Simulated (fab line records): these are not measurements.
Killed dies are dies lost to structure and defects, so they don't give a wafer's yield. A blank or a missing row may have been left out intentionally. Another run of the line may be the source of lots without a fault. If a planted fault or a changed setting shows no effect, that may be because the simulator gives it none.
Lot-split experiment :: flow n5_finfet :: 39 wafers read across 7 lots, on a route 1938 steps long

THE SPLIT ITSELF
At N5_ZERO_LAYER_DEVELOP_10 (develop time 60 s), the setting develop_time_s was moved away from the recipe's 60 s on 18 of the 39 wafers read, by -38.2% to +55.6%. For the rest of the wafers, this setting stayed at what the recipe calls for.

SPLIT TO READING: what lies between them in the file, 1 step
- N5_ZERO_LAYER_HARDBAKE_23: time 120 s

THE READING
cd_nm (nm) at N5_ZERO_LAYER_CD_MEAS_11, where the cd target is 2000 nm. On this fab line, fault-free wafers typically give 2000.2 nm with a standard deviation of 1.7 nm.

wafer: L074.1
tool, chamber at the split: litho_track-04, 0
develop_time_s as run, s: 60
against the recipe: recipe
cd_nm, nm: 2000.8
against lot-mates on the recipe: -

wafer: L074.2
tool, chamber at the split: litho_track-04, 0
develop_time_s as run, s: 79.11
against the recipe: +31.9%
cd_nm, nm: 2006.5
against lot-mates on the recipe: +5.5

wafer: L074.3
tool, chamber at the split: litho_track-04, 0
develop_time_s as run, s: 60
against the recipe: recipe
cd_nm, nm: 2000.3
against lot-mates on the recipe: -

wafer: L074.4
tool, chamber at the split: litho_track-04, 0
develop_time_s as run, s: 79.11
against the recipe: +31.9%
cd_nm, nm: 2005.5
against lot-mates on the recipe: +4.5

wafer: L074.5
tool, chamber at the split: litho_track-04, 0
develop_time_s as run, s: 60
against the recipe: recipe
cd_nm, nm: 2001.8
against lot-mates on the recipe: -

wafer: L074.6
tool, chamber at the split: litho_track-04, 0
develop_time_s as run, s: 79.11
against the recipe: +31.9%
cd_nm, nm: 2007.6
against lot-mates on the recipe: +6.6

wafer: L080.1
tool, chamber at the split: litho_track-03, 0
develop_time_s as run, s: 48.09
against the recipe: -19.8%
cd_nm, nm: 1996.0
against lot-mates on the recipe: -4.6

wafer: L080.2
tool, chamber at the split: litho_track-03, 0
develop_time_s as run, s: 48.09
against the recipe: -19.8%
cd_nm, nm: 1994.6
against lot-mates on the recipe: -6.0

wafer: L080.3
tool, chamber at the split: litho_track-03, 0
develop_time_s as run, s: 60
against the recipe: recipe
cd_nm, nm: 2000.7
against lot-mates on the recipe: -

wafer: L080.4
tool, chamber at the split: litho_track-03, 0
develop_time_s as run, s: 48.09
against the recipe: -19.8%
cd_nm, nm: 1994.7
against lot-mates on the recipe: -5.9

wafer: L080.5
tool, chamber at the split: litho_track-03, 0
develop_time_s as run, s: 60
against the recipe: recipe
cd_nm, nm: 2000.3
against lot-mates on the recipe: -

wafer: L080.6
tool, chamber at the split: litho_track-03, 0
develop_time_s as run, s: 60
against the recipe: recipe
cd_nm, nm: 2000.8
against lot-mates on the recipe: -

wafer: L085.2
tool, chamber at the split: litho_track-02, 0
develop_time_s as run, s: 60
against the recipe: recipe
cd_nm, nm: 1999.5
against lot-mates on the recipe: -

wafer: L085.3
tool, chamber at the split: litho_track-02, 0
develop_time_s as run, s: 60
against the recipe: recipe
cd_nm, nm: 2000.3
against lot-mates on the recipe: -

wafer: L085.4
tool, chamber at the split: litho_track-02, 0
develop_time_s as run, s: 60
against the recipe: recipe
cd_nm, nm: 2000.7
against lot-mates on the recipe: -

wafer: L087.1
tool, chamber at the split: litho_track-02, 0
develop_time_s as run, s: 93.38
against the recipe: +55.6%
cd_nm, nm: 2006.9
against lot-mates on the recipe: +4.8

wafer: L087.2
tool, chamber at the split: litho_track-02, 0
develop_time_s as run, s: 60
against the recipe: recipe
cd_nm, nm: 2002.2
against lot-mates on the recipe: -

wafer: L087.3
tool, chamber at the split: litho_track-02, 0
develop_time_s as run, s: 60
against the recipe: recipe
cd_nm, nm: 2003.1
against lot-mates on the recipe: -

wafer: L087.4
tool, chamber at the split: litho_track-02, 0
develop_time_s as run, s: 60
against the recipe: recipe
cd_nm, nm: 2001.1
against lot-mates on the recipe: -

wafer: L087.5
tool, chamber at the split: litho_track-02, 0
develop_time_s as run, s: 93.38
against the recipe: +55.6%
cd_nm, nm: 2010.3
against lot-mates on the recipe: +8.2

wafer: L087.6
tool, chamber at the split: litho_track-02, 0
develop_time_s as run, s: 93.38
against the recipe: +55.6%
cd_nm, nm: 2009.7
against lot-mates on the recipe: +7.6

wafer: L090.1
tool, chamber at the split: litho_track-03, 0
develop_time_s as run, s: 37.95
against the recipe: -36.7%
cd_nm, nm: 1988.8
against lot-mates on the recipe: -11.6

wafer: L090.2
tool, chamber at the split: litho_track-03, 0
develop_time_s as run, s: 37.95
against the recipe: -36.7%
cd_nm, nm: 1990.1
against lot-mates on the recipe: -10.3

wafer: L090.3
tool, chamber at the split: litho_track-03, 0
develop_time_s as run, s: 37.95
against the recipe: -36.7%
cd_nm, nm: 1989.9
against lot-mates on the recipe: -10.5

wafer: L090.4
tool, chamber at the split: litho_track-03, 0
develop_time_s as run, s: 60
against the recipe: recipe
cd_nm, nm: 1998.9
against lot-mates on the recipe: -

wafer: L090.5
tool, chamber at the split: litho_track-03, 0
develop_time_s as run, s: 60
against the recipe: recipe
cd_nm, nm: 2000.9
against lot-mates on the recipe: -

wafer: L090.6
tool, chamber at the split: litho_track-03, 0
develop_time_s as run, s: 60
against the recipe: recipe
cd_nm, nm: 2001.3
against lot-mates on the recipe: -

wafer: L095.1
tool, chamber at the split: litho_track-04, 0
develop_time_s as run, s: 37.1
against the recipe: -38.2%
cd_nm, nm: 1988.8
against lot-mates on the recipe: -10.5

wafer: L095.2
tool, chamber at the split: litho_track-04, 0
develop_time_s as run, s: 60
against the recipe: recipe
cd_nm, nm: 1999.8
against lot-mates on the recipe: -

wafer: L095.3
tool, chamber at the split: litho_track-04, 0
develop_time_s as run, s: 60
against the recipe: recipe
cd_nm, nm: 1998.3
against lot-mates on the recipe: -

wafer: L095.4
tool, chamber at the split: litho_track-04, 0
develop_time_s as run, s: 60
against the recipe: recipe
cd_nm, nm: 1999.8
against lot-mates on the recipe: -

wafer: L095.5
tool, chamber at the split: litho_track-04, 0
develop_time_s as run, s: 37.1
against the recipe: -38.2%
cd_nm, nm: 1990.7
against lot-mates on the recipe: -8.6

wafer: L095.6
tool, chamber at the split: litho_track-04, 0
develop_time_s as run, s: 37.1
against the recipe: -38.2%
cd_nm, nm: 1986.7
against lot-mates on the recipe: -12.6

wafer: L096.1
tool, chamber at the split: litho_track-02, 0
develop_time_s as run, s: 48.92
against the recipe: -18.5%
cd_nm, nm: 1995.0
against lot-mates on the recipe: -6.1

wafer: L096.2
tool, chamber at the split: litho_track-02, 0
develop_time_s as run, s: 48.92
against the recipe: -18.5%
cd_nm, nm: 1992.9
against lot-mates on the recipe: -8.2

wafer: L096.3
tool, chamber at the split: litho_track-02, 0
develop_time_s as run, s: 60
against the recipe: recipe
cd_nm, nm: 2000.6
against lot-mates on the recipe: -

wafer: L096.4
tool, chamber at the split: litho_track-02, 0
develop_time_s as run, s: 60
against the recipe: recipe
cd_nm, nm: 2001.2
against lot-mates on the recipe: -

wafer: L096.5
tool, chamber at the split: litho_track-02, 0
develop_time_s as run, s: 60
against the recipe: recipe
cd_nm, nm: 2001.5
against lot-mates on the recipe: -

wafer: L096.6
tool, chamber at the split: litho_track-02, 0
develop_time_s as run, s: 48.92
against the recipe: -18.5%
cd_nm, nm: 1994.6
against lot-mates on the recipe: -6.5

FIT RESULTS
A straight line over all 39 wafers: cd_nm changes by +0.224 nm for each +1% of develop_time_s; r = +0.95; the points scatter about the line by 1.9 nm.
The same after taking each lot's own level away (the mean of its wafers on the recipe; 39 wafers): +0.204 nm for each +1%; r = +0.94; scatter 1.8 nm.
Per that fit: largest develop_time_s move, reading shift of 11 nm.
From 1999.30 to 2002.13 nm: that is the span of the lots' own levels, equal to 1.7 times the standard deviation above.
So the lot-to-lot level changes the slope little: the two slopes agree.
Check: for one of the wafers moved furthest among these (+55.6%), held out of the fit, the line's prediction against its lot-mates is +11.2 nm. It came out at +4.77 nm against them.

THE WHOLE CHAIN: every reading that the file lists as answering this split, in the file's order
step: N5_ZERO_LAYER_CD_MEAS_11
what it does: target cd 2000 nm
reading: cd_nm
change (the file's fit): +0.208 nm for each +1% of the setting
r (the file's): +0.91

step: N5_ZERO_LAYER_DESCUM_16
what it does: chemistry O2, time 7.9 s
reading: ZERO_LAYER.cd_nm (the simulator's own value, which no gauge read)
change (the file's fit): +0.206 nm for each +1% of the setting
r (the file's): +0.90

FILE'S OWN FIT
cd_nm changes by +0.208 nm for each +1% of develop_time_s, r = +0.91.
